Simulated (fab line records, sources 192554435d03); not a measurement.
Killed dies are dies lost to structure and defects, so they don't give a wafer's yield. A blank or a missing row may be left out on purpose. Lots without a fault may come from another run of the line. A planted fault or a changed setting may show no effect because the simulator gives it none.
Split-lot experiment | flow n5_finfet | 7 lots, 39 wafers read, on a route of 1938 steps

THE SPLIT
At N5_BEOL_M5_ILD_DEP_00 (deposits SiCOH lowk from DEMS/porogen, target thk 140.64 nm, time 25.9 s), the setting target_thk_a was moved away from the recipe's 1406.4 angstrom on 18 of the 39 wafers read, by -43.1% to +49.5%. The other wafers ran this setting at the recipe's value.

FROM THE SPLIT TO THE READING: what the file shows between them, 1 step
- N5_BEOL_M5_CURE_79: cures SiCOH lowk, time 240 s

THE READING
M5_ILD_THK, in nm, at N5_BEOL_M5_THK_MEAS_01. Fault-free wafers of this fab line usually give 121.2 nm, standard deviation 1.7 nm.

wafer  | tool, chamber at the split | target_thk_a as run, angstrom | against the recipe | M5_ILD_THK, nm | against lot-mates on the recipe
L074.1 | pecvd-01, 1,0              | 2103                          | +49.5%             | 179.7          | +58.8
L074.2 | pecvd-01, 2                | 2103                          | +49.5%             | 180.2          | +59.3
L074.3 | pecvd-01, 1,0              | 2103                          | +49.5%             | 179.9          | +59.0
L074.4 | pecvd-01, 2                | 1406.4                        | recipe             | 119.4          | -
L074.5 | pecvd-01, 1                | 1406.4                        | recipe             | 122.5          | -
L074.6 | pecvd-01, 0                | 1406.4                        | recipe             | 120.7          | -
L077.1 | pecvd-02, 1                | 984.6                         | -30.0%             | 85.5           | -34.9
L077.2 | pecvd-02, 2                | 984.6                         | -30.0%             | 82.2           | -38.2
L077.3 | pecvd-02, 0                | 1406.4                        | recipe             | 118.8          | -
L077.4 | pecvd-02, 1                | 1406.4                        | recipe             | 121.9          | -
L077.5 | pecvd-02, 2                | 1406.4                        | recipe             | 120.4          | -
L077.6 | pecvd-02, 0                | 984.6                         | -30.0%             | 84.3           | -36.1
L079.2 | pecvd-01, 1                | 1406.4                        | recipe             | 119.5          | -
L079.4 | pecvd-01, 1                | 1406.4                        | recipe             | 123.2          | -
L079.6 | pecvd-01, 0                | 1406.4                        | recipe             | 121.6          | -
L085.1 | pecvd-01, 0                | 1406.4                        | recipe             | 118.7          | -
L085.2 | pecvd-01, 1                | 1968                          | +39.9%             | 169.7          | +48.8
L085.3 | pecvd-01, 2                | 1968                          | +39.9%             | 167.4          | +46.5
L085.4 | pecvd-01, 0                | 1968                          | +39.9%             | 171.6          | +50.7
L085.5 | pecvd-01, 2                | 1406.4                        | recipe             | 121.0          | -
L085.6 | pecvd-01, 1                | 1406.4                        | recipe             | 122.9          | -
L091.1 | pecvd-03, 2                | 1406.4                        | recipe             | 122.9          | -
L091.2 | pecvd-03, 0                | 1406.4                        | recipe             | 119.7          | -
L091.3 | pecvd-03, 1                | 1101                          | -21.7%             | 94.7           | -27.4
L091.4 | pecvd-03, 1                | 1101                          | -21.7%             | 97.2           | -24.9
L091.5 | pecvd-03, 2                | 1406.4                        | recipe             | 123.7          | -
L091.6 | pecvd-03, 0                | 1101                          | -21.7%             | 94.5           | -27.6
L090.1 | pecvd-03, 0                | 800.9                         | -43.1%             | 67.8           | -54.3
L090.2 | pecvd-03, 1                | 800.9                         | -43.1%             | 68.6           | -53.5
L090.3 | pecvd-03, 2                | 1406.4                        | recipe             | 120.9          | -
L090.4 | pecvd-03, 2                | 1406.4                        | recipe             | 123.6          | -
L090.5 | pecvd-03, 0                | 800.9                         | -43.1%             | 67.5           | -54.6
L090.6 | pecvd-03, 1                | 1406.4                        | recipe             | 121.9          | -
L093.1 | pecvd-01, 2                | 1665                          | +18.4%             | 141.5          | +20.9
L093.2 | pecvd-01, 0                | 1665                          | +18.4%             | 142.5          | +21.9
L093.3 | pecvd-01, 1                | 1406.4                        | recipe             | 119.9          | -
L093.4 | pecvd-01, 2                | 1406.4                        | recipe             | 120.5          | -
L093.5 | pecvd-01, 1                | 1406.4                        | recipe             | 121.5          | -
L093.6 | pecvd-01, 0                | 1665                          | +18.4%             | 144.6          | +24.0
Where a row lists several chambers, the file gives one row for several wafers and doesn't say which wafer went through which chamber.

THE FIT
A straight line over all 39 wafers: M5_ILD_THK changes by +1.21 nm for each +1% of target_thk_a; r = +1.00; the points scatter about the line by 1.5 nm.
The same after taking each lot's own level away (the mean of its wafers on the recipe; 39 wafers): +1.22 nm for each +1%; r = +1.00; scatter 1.4 nm.
On that fit, the largest move of target_thk_a shifts the reading by 60 nm.
The lots' own levels span 120.37 to 122.13 nm, that is 1.0 times the standard deviation above.
So the lot-to-lot level changes the slope little: the two slopes agree.
Check: with one of the wafers moved furthest among these (+49.5%) left out of the fit, the line predicts +60.4 nm for it against its lot-mates. It came out at +58.8 nm against them.

OTHER SPLITS ON THESE WAFERS
These wafers also went through other splits before the reading. Each is held against what the fit with the lots' levels taken away leaves over:
other split on the same wafers          | wafers away from the commonest value | r with M5_ILD_THK (lot level and that fit taken away)
N5_DUMMY_GATE_ETCH_31 target_depth_a    | 15                                   | -0.30
N5_GATE_CUT_ETCH_58 target_depth_a      | 15                                   | -0.03
N5_MOL_CONTACT_COAG_ALD_133 ald_cycles  | 12                                   | -0.10
N5_BEOL_M0_SAQP_ETCH_106 target_depth_a | 15                                   | +0.21
N5_BEOL_M2_ILD_DEP_00 time_s            | 12                                   | -0.17

THE WHOLE CHAIN: every reading that the file lists as answering this split, in the file's order
step                   | what it does                                                             | reading                                                                                  | change (the file's fit)              | r (the file's)
N5_BEOL_M5_ILD_DEP_00  | deposits SiCOH lowk from DEMS/porogen, target thk 140.64 nm, time 25.9 s | SiCOH_lowk_of_BEOL_M5_ILD_DEP_00.thk_nm (the simulator's own value, which no gauge read) | +1.4 nm for each +1% of the setting  | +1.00
N5_BEOL_M5_CURE_79     | cures SiCOH lowk, time 240 s                                             | SiCOH_lowk_of_BEOL_M5_ILD_DEP_00.thk_nm (the simulator's own value, which no gauge read) | +1.22 nm for each +1% of the setting | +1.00
N5_BEOL_M5_THK_MEAS_01 |                                                                          | M5_ILD_THK                                                                               | +1.22 for each +1% of the setting    | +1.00

THE FILE'S OWN FIT
M5_ILD_THK changes by +1.22 nm for each +1% of target_thk_a, r = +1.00.
